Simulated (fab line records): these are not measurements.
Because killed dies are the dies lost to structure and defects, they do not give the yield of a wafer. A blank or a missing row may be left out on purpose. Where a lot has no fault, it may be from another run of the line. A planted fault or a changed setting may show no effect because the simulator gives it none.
Chamber matching	flow n5_finfet	rie_diel-06 running N5_FIN_SAQP_DESCUM_21: 4 sister chambers
The step chemistry O2, time 7.9 s. 22 wafers are shown with their chamber, then 11 later ones without.

WAFERS, EACH WITH ITS CHAMBER
wafer	chamber	drypump_motor_current_A (A)	throttle_valve_pct (%)	showerhead_plenum_p_Torr (Torr)
L075.1	2	5.9	20.34	2.08
L075.4	3	6.2	20.45	2.02
L075.5	2	5.9	20.33	2.08
L076.1	1	6.0	20.56	2.10
L076.2	2	5.9	20.34	2.08
L076.4	3	6.2	20.46	2.02
L077.2	0	5.8	20.71	2.06
L077.5	3	6.2	20.45	2.02
L077.6	0	5.8	20.69	2.06
L079.2	0	5.8	20.69	2.06
L079.4	2	5.9	20.35	2.08
L079.5	0	5.8	20.70	2.06
L080.3	1	6.0	20.57	2.10
L080.5	0	5.8	20.70	2.06
L080.6	1	6.0	20.56	2.10
L086.1	2	5.9	20.38	2.07
L086.2	1	6.0	20.58	2.10
L086.3	0	5.8	20.72	2.06
L087.1	2	5.9	20.37	2.07
L087.3	3	6.2	20.48	2.01
L087.5	2	5.9	20.38	2.07
L090.3	1	5.9	20.59	2.09

SIGNATURES (means of the wafers above)
reading	chamber 0	chamber 1	chamber 2	chamber 3	scatter within a chamber
drypump_motor_current_A	5.800	5.980	5.900	6.200	0.0211
throttle_valve_pct	20.7017	20.5720	20.3557	20.4600	0.0159
showerhead_plenum_p_Torr	2.0600	2.0980	2.0757	2.0175	0.00426
Rule: for a wafer and a chamber, the distance is found by dividing, reading by reading, the gap between the wafer's reading and the chamber's mean by the reading's scatter, squaring, summing and taking the root. If the next closest chamber is less than 2 further off than the closest, the wafer can't be placed; otherwise it belongs to the closest. The scatter is the square root of a quotient: the sum, over the shown wafers, of each reading's squared deviation from its chamber's mean, divided by wafers minus chambers.

WAFERS WHOSE CHAMBER IS MISSING
wafer	drypump_motor_current_A (A)	throttle_valve_pct (%)	showerhead_plenum_p_Torr (Torr)
L090.5	6.2	20.49	2.01
L090.6	6.0	20.61	2.09
L091.2	5.9	20.38	2.07
L091.4	5.9	20.39	2.07
L091.5	6.2	20.52	2.01
L093.1	6.0	20.60	2.09
L093.3	6.1	20.50	2.01
L093.6	6.0	20.63	2.09
L096.3	5.8	20.32	2.05
L096.4	5.8	20.30	2.05
L096.5	5.9	20.05	2.07

WHICH CHAMBER EACH ONE RAN IN
wafer	from the rows above	in truth
L090.5	3	3
L090.6	1	1
L091.2	2	2
L091.4	2	2
L091.5	3	3
L093.1	1	1
L093.3	3	3
L093.6	1	1
L096.3	2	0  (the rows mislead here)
L096.4	2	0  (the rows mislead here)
L096.5	2	2
Placed correctly: 9 of 11. From these rows, 0 cannot be placed. Number placed wrongly: 2.
